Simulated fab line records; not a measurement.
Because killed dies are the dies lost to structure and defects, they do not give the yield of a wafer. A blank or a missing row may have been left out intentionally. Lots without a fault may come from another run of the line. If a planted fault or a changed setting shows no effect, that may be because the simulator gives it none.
Which tool did it? -- flow nand_harc -- 12 lots with 35 wafers sampled at 4 steps, on a route of 1159 steps

WHAT EACH GAUGE READ, for each wafer
The record lacks any reading of a measuring or inspecting step that a usual standard deviation could be used to judge.

TOOL THAT RAN EACH LOT (tool first, then ch and the chambers of the sampled wafers, then the start)
lot,NHARC_A_STAIRCASE_TRIM_22,NHARC_A_STAIRCASE_ETCH_25,NHARC_A_STAIRCASE_TRIM_187,NHARC_A_STAIRCASE_TRIM_189
L924,"rie_diel-07 ch 0,1,3, day 11 02:34 or earlier","rie_diel-07 ch 0,1,3, day 11 02:34 or earlier","rie_diel-02 ch 1,2, day 11 02:34","rie_diel-02 ch 0,2,3, no start"
L925,"rie_diel-07 ch 1,2, day 11 15:25 or earlier","rie_diel-07 ch 0,2, day 11 15:25 or earlier","rie_diel-06 ch 0,1, day 11 15:25","rie_diel-06 ch 0,3, no start"
L926,"rie_diel-06 ch 0,3, day 11 17:58 or earlier","rie_diel-06 ch 0,1,2, day 11 17:58 or earlier","rie_diel-06 ch 0,2,3, day 11 17:58","rie_diel-06 ch 0,1, no start"
L928,"rie_diel-06 ch 1,2,3, day 12 01:11 or earlier","rie_diel-06 ch 0,1,2, day 12 01:11 or earlier","rie_diel-02 ch 1,2, day 12 01:11","rie_diel-02 ch 0,3, no start"
L929,"rie_diel-07 ch 1,3, day 12 13:27 or earlier","rie_diel-07 ch 1,3, day 12 13:27 or earlier","rie_diel-07 ch 1,3, day 12 13:27","rie_diel-07 ch 1,3, no start"
L930,"rie_diel-02 ch 0,2,3, day 12 13:49 or earlier","rie_diel-02 ch 0,2, day 12 13:49 or earlier","rie_diel-06 ch 0,3, day 12 13:49","rie_diel-06 ch 0,2,3, no start"
L937,"rie_diel-02 ch 0,1,2, day 14 16:38 or earlier","rie_diel-02 ch 0,1,3, day 14 16:38 or earlier","rie_diel-06 ch 0,2,3, day 14 16:38","rie_diel-06 ch 1,2,3, no start"
L938,"rie_diel-07 ch 2,3, day 14 21:30 or earlier","rie_diel-07 ch 3, day 14 21:30 or earlier","rie_diel-06 ch 1,3, day 14 21:30","rie_diel-06 ch 1,2, no start"
L944,"rie_diel-06 ch 1,2,3, day 16 02:53 or earlier","rie_diel-06 ch 1,2,3, day 16 02:53 or earlier","rie_diel-02 ch 0,1,3, day 16 02:53","rie_diel-02 ch 1,2,3, no start"
L942,"rie_diel-07 ch 2,3, day 16 04:54 or earlier","rie_diel-07 ch 0,1,2, day 16 04:54 or earlier","rie_diel-07 ch 1,3, day 16 04:54","rie_diel-07 ch 0,2,3, no start"
L943,"rie_diel-06 ch 2,3, day 16 08:10 or earlier","rie_diel-06 ch 1,2,3, day 16 08:10 or earlier","rie_diel-07 ch 0,3, day 16 08:10","rie_diel-07 ch 0,3, no start"
L946,"rie_diel-06 ch 0,1, day 16 17:14 or earlier","rie_diel-06 ch 0,1,2, day 16 17:14 or earlier","rie_diel-07 ch 0,2, day 16 17:14","rie_diel-07 ch 2,3, no start"
- NHARC_A_STAIRCASE_TRIM_22: chemistry O2, time 211.2 s.
- NHARC_A_STAIRCASE_ETCH_25: etches the open film in C4F8/O2, target depth 100 nm, time 40.5 s.
- NHARC_A_STAIRCASE_TRIM_187: chemistry O2, time 211.2 s.
- NHARC_A_STAIRCASE_TRIM_189: chemistry O2, time 211.2 s.

AS READ BY THE TOOLS THEMSELVES (means over the sampled wafers that have a number; for cases with no such wafer, the mark the record gives instead)
NHARC_A_STAIRCASE_TRIM_22.
lot,tool,drypump_motor_current_A (A),oes_product_au (a.u.),rf_vpp_V (V),run_length_s (s),showerhead_plenum_p_Torr (Torr),throttle_valve_pct (%)
L924,rie_diel-07,5.6,1.005,57.5,232.9,3.60,17.043
L925,rie_diel-07,5.6,0.995,57.7,232.5,3.61,17.037
L926,rie_diel-06,4.9,0.999,58.4,232.1,3.73,17.044
L928,rie_diel-06,5.1,1.002,58.2,232.4,3.70,17.033
L929,rie_diel-07,5.5,1.006,58.2,232.5,3.55,17.027
L930,rie_diel-02,5.7,0.995,58.0,233.0,3.61,17.033
L937,rie_diel-02,5.5,0.998,57.9,232.2,3.50,17.034
L938,rie_diel-07,5.5,1.006,57.0,232.4,3.57,17.046
L944,rie_diel-06,5.1,1.008,57.9,232.3,3.68,17.041
L942,rie_diel-07,5.5,1.008,57.4,232.5,3.55,17.030
L943,rie_diel-06,5.1,1.010,58.4,232.0,3.75,17.042
L946,rie_diel-06,5.1,0.998,58.1,232.2,3.64,17.032

NHARC_A_STAIRCASE_ETCH_25.
lot,tool,oes_product_au (a.u.),rf_vpp_V (V)
L924,rie_diel-07,0.947,899
L925,rie_diel-07,0.940,900
L926,rie_diel-06,0.950,901
L928,rie_diel-06,0.938,902
L929,rie_diel-07,0.950,895
L930,rie_diel-02,0.934,896
L937,rie_diel-02,0.935,893
L938,rie_diel-07,0.943,896
L944,rie_diel-06,0.960,901
L942,rie_diel-07,0.949,899
L943,rie_diel-06,0.948,902
L946,rie_diel-06,0.942,901

NHARC_A_STAIRCASE_TRIM_187.
lot,tool,drypump_motor_current_A (A),oes_product_au (a.u.),rf_vpp_V (V),run_length_s (s),showerhead_plenum_p_Torr (Torr),throttle_valve_pct (%)
L924,rie_diel-02,5.3,1.002,57.2,232.0,3.65,17.027
L925,rie_diel-06,5.1,1.003,57.9,232.3,3.66,17.030
L926,rie_diel-06,5.0,1.000,59.1,231.8,3.75,17.041
L928,rie_diel-02,5.3,0.999,58.0,232.3,3.64,17.035
L929,rie_diel-07,5.5,1.005,57.1,232.6,3.55,17.032
L930,rie_diel-06,4.9,0.995,59.0,231.8,3.75,17.039
L937,rie_diel-06,5.0,1.007,58.5,235.1,3.74,17.035
L938,rie_diel-06,5.0,1.009,58.5,237.1,3.65,17.029
L944,rie_diel-02,5.8,1.006,59.0,232.6,3.45,17.036
L942,rie_diel-07,5.5,0.998,58.3,232.7,3.53,17.040
L943,rie_diel-07,5.6,1.001,58.6,232.8,3.56,17.033
L946,rie_diel-07,5.7,1.005,57.9,232.9,3.63,17.042

NHARC_A_STAIRCASE_TRIM_189.
lot,tool,drypump_motor_current_A (A),oes_product_au (a.u.),rf_vpp_V (V),run_length_s (s),showerhead_plenum_p_Torr (Torr),throttle_valve_pct (%)
L924,rie_diel-02,5.7,1.003,57.5,232.9,3.62,17.036
L925,rie_diel-06,4.9,1.000,58.7,231.9,3.73,17.034
L926,rie_diel-06,5.2,1.008,57.8,232.6,3.61,17.044
L928,rie_diel-02,6.0,0.992,58.6,233.0,3.56,17.026
L929,rie_diel-07,5.6,1.003,58.5,232.8,3.55,17.030
L930,rie_diel-06,5.0,0.991,59.2,232.2,3.75,17.025
L937,rie_diel-06,5.1,1.002,58.2,232.4,3.69,17.039
L938,rie_diel-06,5.2,1.006,58.1,232.3,3.65,17.035
L944,rie_diel-02,5.6,1.001,57.9,232.4,3.58,17.033
L942,rie_diel-07,5.6,1.002,57.3,232.8,3.59,17.041
L943,rie_diel-07,5.6,0.998,58.0,232.8,3.60,17.038
L946,rie_diel-07,5.6,1.008,58.8,232.6,3.58,17.031

THE ANSWER, worked out from the rows above alone
Rule: usual is defined by the lots themselves. The widest of any qualifying gaps counts: lots, ordered by their means at a reading, are off when they make up no more than a third of the lots, leave a main group of 4 or more, and stand apart from it by 3 or more times the standard deviation of that group's means. Not used: any main group whose means are identical at the precision the tables above print for the reading. Also off: a lot with no number at a reading for which 4 or more lots have one. All remaining lots with rows at the step are treated as sound. After the gauges, taken in route order, come the tools' own readings; for these a lot's mean is taken, as printed above. At the first step where some lot is off, the reading lying furthest off is the one used; lots without a number count as furthest.
Off, at NHARC_A_STAIRCASE_TRIM_187 on run_length_s: L937, L938. Mean 232.4 s and standard deviation 0.38 in the main group.
A tool fits if, at that step or a process step before it, it ran every lot that is off, and no sound lot after the first of them. NHARC_A_STAIRCASE_TRIM_22 gives no start for some lots, so the hours and the order of its lots are those of NHARC_A_STAIRCASE_TRIM_187. NHARC_A_STAIRCASE_ETCH_25 gives no start for some lots, so the hours and the order of its lots are those of NHARC_A_STAIRCASE_TRIM_187. One candidate fits, namely rie_diel-06 at NHARC_A_STAIRCASE_TRIM_187. Its last sound lot is L930 (day 12 13:49), its first lot that is off L937 (day 14 16:38): a fault that began between those two fits.
On the lots that are off, the tool's own readings at NHARC_A_STAIRCASE_TRIM_187 differ by more than 5 times the standard deviation of the sound lots' means, which bears it out; run_length_s reads 236.1 s there versus 232.4 s on the sound lots.

WHAT THE SIMULATOR HAD PUT IN
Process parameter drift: rie_diel-06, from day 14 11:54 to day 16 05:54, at NHARC_A_STAIRCASE_TRIM_187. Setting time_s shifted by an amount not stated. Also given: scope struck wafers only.
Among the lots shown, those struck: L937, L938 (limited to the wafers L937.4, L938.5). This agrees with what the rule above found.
